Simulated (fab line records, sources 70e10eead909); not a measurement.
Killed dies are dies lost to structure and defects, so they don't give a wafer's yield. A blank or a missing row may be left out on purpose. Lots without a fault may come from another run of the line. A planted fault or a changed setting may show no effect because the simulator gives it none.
Chamber matching | flow nand_harc | NHARC_A_STAIRCASE_DEP_156 on pecvd-03: 3 sister chambers
The step deposits SiNx, target thk 50 nm. 20 wafers are shown with their chamber, then 10 later ones without.

WAFERS WITH THEIR CHAMBER
wafer  | chamber | heater_power_w (W)
L076.1 | 1       | 707
L076.3 | 2       | 563
L076.5 | 2       | 570
L078.1 | 2       | 524
L078.3 | 1       | 612
L078.6 | 1       | 602
L080.2 | 2       | 502
L080.4 | 2       | 504
L080.5 | 1       | 572
L081.1 | 0       | 638
L081.3 | 2       | 534
L081.4 | 1       | 605
L084.1 | 1       | 660
L084.3 | 2       | 583
L084.4 | 2       | 599
L086.1 | 1       | 607
L086.2 | 0       | 669
L086.4 | 2       | 528
L088.3 | 2       | 558
L088.5 | 1       | 632

SIGNATURES (means of the wafers above)
reading        | chamber 0 | chamber 1 | chamber 2 | scatter within a chamber
heater_power_w | 653.50    | 624.62    | 546.50    | 36.4
Rule: a wafer's distance from a chamber is the root of the sum, over the readings, of the square of ((its reading less the chamber's mean) divided by the reading's scatter). The wafer belongs to the nearest chamber; if the next one is less than 2 further off, it can't be placed. The scatter: the root of (the sum of the squares of (reading less its chamber's mean) over the shown wafers, divided by (wafers less chambers)).

WAFERS WITHOUT THEIR CHAMBER
wafer  | heater_power_w (W)
L088.6 | 566
L091.1 | 658
L091.3 | 670
L091.5 | 593
L092.2 | 574
L092.4 | 641
L092.6 | 586
L096.1 | 617
L096.2 | 614
L096.5 | 521

WHICH CHAMBER EACH WENT THROUGH
wafer  | from the rows above          | in truth
L088.6 | can't be placed: 2 or 1 or 0 | 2
L091.1 | can't be placed: 0 or 1      | 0
L091.3 | can't be placed: 0 or 1      | 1
L091.5 | can't be placed: 1 or 2 or 0 | 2
L092.2 | can't be placed: 2 or 1 or 0 | 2
L092.4 | can't be placed: 0 or 1      | 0
L092.6 | can't be placed: 1 or 2 or 0 | 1
L096.1 | can't be placed: 1 or 0 or 2 | 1
L096.2 | can't be placed: 1 or 0 or 2 | 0
L096.5 | 2                            | 2
Placed correctly: 1 of 10. Can't be placed from these rows: 9 (the true chamber is among the candidates in 9). Placed wrongly: 0.
